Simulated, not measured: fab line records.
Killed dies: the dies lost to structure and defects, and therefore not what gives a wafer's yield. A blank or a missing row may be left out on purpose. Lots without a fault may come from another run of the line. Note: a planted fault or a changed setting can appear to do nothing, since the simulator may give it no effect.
Matching of chambers    flow nand harc    3 sister chambers for NHARC_A_M1_PRE_CLEAN_32 on pecvd-04
The step time 12 s. 3 wafers are shown with their chamber, then 10 later ones without.

WAFERS, EACH WITH ITS CHAMBER
wafer   chamber  heater power w (W)
L086.3  0        605
L086.5  1        491
L089.5  2        539

WAFERS WITH NO CHAMBER GIVEN
wafer   heater power w (W)
L089.6  569
L085.1  590
L085.2  665
L085.3  621
L093.1  643
L093.3  682
L093.5  529
L092.3  674
L092.5  628
L092.6  664

CHAMBER TAKEN BY EACH
wafer   from the rows above           in truth
L089.6  can't be placed: 2 or 0 or 1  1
L085.1  can't be placed: 0 or 2 or 1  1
L085.2  can't be placed: 0 or 2       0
L085.3  can't be placed: 0 or 2       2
L093.1  can't be placed: 0 or 2       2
L093.3  can't be placed: 0 or 2       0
L093.5  can't be placed: 2 or 1 or 0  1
L092.3  can't be placed: 0 or 2       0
L092.5  can't be placed: 0 or 2       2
L092.6  can't be placed: 0 or 2       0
0 of 10 placed correctly. From these rows, 10 cannot be placed; in 10 the true chamber is one of the candidates. Wrongly placed: 0.
How it was worked out, from the rows above alone: a wafer's distance from a chamber is the root of the sum, over the readings, of the square of ((its reading less the chamber's mean) divided by the reading's scatter). The wafer belongs to the nearest chamber; if the next one is less than 2 further off, it can't be placed. For every chamber, the mean is computed from those of its wafers that are shown. The scatter: root of mean squared gap, hidden wafer to nearest shown wafer, with one shown wafer a chamber.
